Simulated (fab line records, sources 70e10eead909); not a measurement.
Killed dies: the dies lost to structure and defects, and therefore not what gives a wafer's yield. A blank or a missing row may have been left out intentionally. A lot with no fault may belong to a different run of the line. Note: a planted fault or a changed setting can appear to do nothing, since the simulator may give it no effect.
What tool caused it? ; flow nand_harc ; 17 wafers from 6 lots sampled at 5 of the route's 1159 steps

== WHAT THE GAUGES READ, wafer by wafer ==
NHARC_END_SORT_01.
lot;measured;on;killed_at_array
L461;day 23 20:12;prober-01;14 14 223

== WHICH TOOL RAN EACH LOT (tool, then ch and the chambers of the sampled wafers, then the start) ==
lot;NHARC_A_STAIRCASE_ETCH_27;NHARC_A_STAIRCASE_ETCH_190;NHARC_A_STAIRCASE_TRIM_193;NHARC_A_STAIRCASE_ETCH_194
L451;rie_diel-11 ch 1,2, day 11 18:50 or earlier;rie_diel-11 ch 2,3, day 11 18:50;rie_diel-11 ch 0,2, no start;rie_diel-11 ch 1,2,3, no start
L452;rie_diel-05 ch 0,1, day 11 22:27 or earlier;rie_diel-05 ch 2,3, day 11 22:27;rie_diel-05 ch 1,2,3, no start;rie_diel-05 ch 0,1, no start
L455;rie_diel-04 ch 1,2,3, day 12 12:31 or earlier;rie_diel-05 ch 0,2,3, day 12 12:31;rie_diel-05 ch 1,2,3, no start;rie_diel-05 ch 1,2,3, no start
L461;rie_diel-11 ch 0,1,3, day 14 15:52 or earlier;rie_diel-05 ch 0,2,3, day 14 15:52;rie_diel-05 ch 0,2,3, day 23 20:12 or earlier;rie_diel-05 ch 0,2,3, day 23 20:12 or earlier
L464;rie_diel-11 ch 0,3, day 15 00:54 or earlier;rie_diel-05 ch 2,3, day 15 00:54;rie_diel-05 ch 0,3, no start;rie_diel-05 ch 0,2, no start
L470;rie_diel-11 ch 0,2, day 15 20:54 or earlier;rie_diel-04 ch 0,2,3, day 15 20:54;rie_diel-04 ch 1,2,3, no start;rie_diel-04 ch 2,3, no start
- NHARC_A_STAIRCASE_ETCH_27: etches the open film in C4F8/O2, target depth 100 nm, time 40.5 s.
- NHARC_A_STAIRCASE_ETCH_190: etches the open film in C4F8/O2, target depth 100 nm, time 40.5 s.
- NHARC_A_STAIRCASE_TRIM_193: chemistry O2, time 211.2 s.
- NHARC_A_STAIRCASE_ETCH_194: etches the open film in C4F8/O2, target depth 100 nm, time 40.5 s.

== THE ANSWER, worked out from the rows above alone ==
Rule: the lots themselves supply what counts as usual. Put in order of their means at a reading, lots are off if they are a third of the lots or fewer, leave a main group of 4 or more, and stand apart from it by a gap of 3 or more times the standard deviation of the main group's means; of several such gaps the widest counts. Not used: any main group whose means are identical at the precision the tables above print for the reading. A lot without any number at a reading at which 4 lots or more have one is off too. Any other lot the step has rows for is counted as sound.
Across all readings shown, no lot is off: no conclusion can be drawn from this.

== WHAT WAS PUT IN BY THE SIMULATOR ==
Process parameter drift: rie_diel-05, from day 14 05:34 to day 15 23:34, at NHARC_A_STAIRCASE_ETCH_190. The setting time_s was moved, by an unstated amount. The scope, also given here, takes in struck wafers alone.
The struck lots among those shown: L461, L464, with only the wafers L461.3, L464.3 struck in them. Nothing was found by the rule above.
